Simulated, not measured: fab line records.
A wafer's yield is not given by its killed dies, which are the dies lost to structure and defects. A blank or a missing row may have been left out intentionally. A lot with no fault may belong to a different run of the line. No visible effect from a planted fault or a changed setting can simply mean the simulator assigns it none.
Struck lot and sound lot, side by side	flow n5-finfet	37 steps out of a route of 1938
Sound: these wafers, L686.2, L686.4, L686.6. Struck: wafer L677.5. The cause is named last.
For every step that has rows: the tool of each side, followed by ch and its chambers, followed by its first start. Under that, the readings that differ: sound wafers	struck wafers	difference of the means	sigmas: that difference in standard deviations of wafers without a fault.
alike: readings whose means differ by less than 2 such deviations, and words and numbers that are the same on both sides. not compared: withheld readings, readings that some wafer has no value for, bounds like >300 that may hide the same value, and numbers for which the record gives no deviation and whose values overlap.
A row with sigmas, a row that says differs or no value, or rows on one side alone: a step with any of these is where the two part. When numbers do not overlap yet have no deviation, they are printed without sigmas and do not part them. Lack of a reading on every wafer of one side parts them only where that side has two or more wafers.

first, 9 steps without rows for these wafers: N5_BEOL_M4_ANNEAL_95 (time 240 s); N5_BEOL_M4_SPUTTER_96 (material Cu, target thk 4.5 nm, time 8.29 s); N5_BEOL_M4_ECD_50 (material Cu, target thk 300 nm); N5_BEOL_M4_ANNEAL_51 (time 90 s); N5_BEOL_M4_CMP_52 (polishes, stops on SiOC, t overpolish 6.8 s, target thk 40 nm); N5_BEOL_M4_PRE_CLEAN_60 (time 15 s); N5_BEOL_M4_CO_CAP_55 (material Co, precursor CCTBA/H2, target thk 2 nm, time 102.1 s); N5_BEOL_M4_PRE_CLEAN_56 (time 15 s); N5_BEOL_M4_DEP_57 (deposits SiCN from 3MS/NH3, target thk 8 nm, time 14 s).
N5_BEOL_M4_RC_MEAS_101:
  sound on prober-02 ch 0, day 12 12:58; struck on prober-01 ch 0, day 9 19:19
reading	sound	struck	difference	sigmas
DIBL_N (mV/V)	35.5 36.5 37.0	32.6	-3.7	-2
ION_N (uA/um)	682 675 690	652	-30	-3
  alike: DIBL_P, IOFF_N, IOFF_P, ION_P, SS_N, SS_P, VT_N, VT_P
then, 24 steps without rows for these wafers: N5_BEOL_M5_ILD_DEP_00 (deposits SiCOH lowk from DEMS/porogen, target thk 140.64 nm, time 25.9 s); N5_BEOL_M5_CURE_79 (cures SiCOH lowk, time 240 s); N5_BEOL_M5_PECVD_70 (deposits SiO2 from TEOS/O2, target thk 16 nm, time 18 s); N5_BEOL_M5_HM_DEP_02 (deposits TiN, target thk 20 nm); N5_BEOL_M5_COAT_59 (time 60 s, resist thk 60 nm); N5_BEOL_M5_COAT_60 (time 60 s, resist thk 12 nm); N5_BEOL_M5_COAT_71 (time 60 s, resist thk 5 nm); N5_BEOL_M5_COAT_05 (resist thk 30 nm); N5_BEOL_M5_EBR_07; N5_BEOL_M5_SOFTBAKE_06 (time 60 s); N5_BEOL_M5_EXPOSE_08 (exposes mask M5, target cd 28 nm); N5_BEOL_M5_PEB_09 (peb time 60 s); N5_BEOL_M5_DEVELOP_10 (develop time 30 s); N5_BEOL_M5_DESCUM_16 (chemistry O2, time 7 s); N5_BEOL_M5_ETCH_72 (etches underlayer in N2/H2, target depth 6.5 nm, time 5.2 s); N5_BEOL_M5_ETCH_61 (etches SiARC in CF4, target depth 15.6 nm, time 26 s); N5_BEOL_M5_ETCH_62 (etches SOC in N2/H2, target depth 75 nm, overetch 15 nm, time 112.5 s); N5_BEOL_M5_STRIP_63 (strips in N2/H2); N5_BEOL_M5_STRIP_73 (strips in N2/H2); N5_BEOL_M5_STRIP_64 (strips in CF4); N5_BEOL_M5_HM_OPEN_17 (chemistry Cl2/BCl3, target TiN, target depth 20 nm, overetch 6 nm); N5_BEOL_M5_STRIP_19 (strips in O2); N5_BEOL_M5_COAT_65 (time 60 s, resist thk 60 nm); N5_BEOL_M5_COAT_66 (time 60 s, resist thk 12 nm).
-- here the record skips 4 days between the struck wafers' starts before and after, leaving off in module BEOL_M5 and picking up in module BEOL_M12 (first step shown: number 1653 of the route) --
N5_BEOL_M12_CMP_49: polishes, stops on SiOC, t overpolish 20.6 s, target thk 320 nm.
  sound on cmp-02 ch 0,2, day 15 14:34; struck on cmp-01 ch 2, day 13 11:11
reading	sound	struck	difference	sigmas
barrier-field-endpoint-s (s)	29.0 29.6 28.9	57.5	+28.3	+37
overpolish-run-s (s)	20.594 20.597 20.589	8.674	-11.919	-99 or more
  alike: motor-current-A
N5_BEOL_M12_THK_MEAS_50: measures by xrf.
  sound: film-metro-01 at day 15 14:51; struck: film-metro-02 at day 13 11:20
reading	sound	struck	difference	sigmas
M12_THK (nm)	324 332 325	638	+311	+49
N5_PASSIVATION_PROBE_49:
  sound: prober-01 at day 17 07:51; struck: prober-01 at day 14 19:07
reading	sound	struck	difference	sigmas
defect-limited-yield (%)	90.9 91.4 91.0	0	-91	-54
killed_at_M4_up	13 20 15	1063	+1047	+99 or more
killed-dies	107 102 106	1180	+1075	+54
killed-on-rim	16 12 13	152	+138	+32
sort_bin_6_memory (%)	3.3 3.6 3.1	5.2	+1.9	+3
sort-n-pass	1073 1078 1074	0	-1075	-54
sort-yield-pct (%)	90.9 91.4 91.0	0	-91	-54
  alike: killed_at_M0_to_M3, killed-at-contacts, killed-at-front-end, killed-at-other, killed-open, killed-short, sort_bin_5_function

WHERE THEY PART
At N5_BEOL_M4_RC_MEAS_101 first; at N5_PASSIVATION_PROBE_49 last (within this record only).

WHY: whatever the simulator had introduced
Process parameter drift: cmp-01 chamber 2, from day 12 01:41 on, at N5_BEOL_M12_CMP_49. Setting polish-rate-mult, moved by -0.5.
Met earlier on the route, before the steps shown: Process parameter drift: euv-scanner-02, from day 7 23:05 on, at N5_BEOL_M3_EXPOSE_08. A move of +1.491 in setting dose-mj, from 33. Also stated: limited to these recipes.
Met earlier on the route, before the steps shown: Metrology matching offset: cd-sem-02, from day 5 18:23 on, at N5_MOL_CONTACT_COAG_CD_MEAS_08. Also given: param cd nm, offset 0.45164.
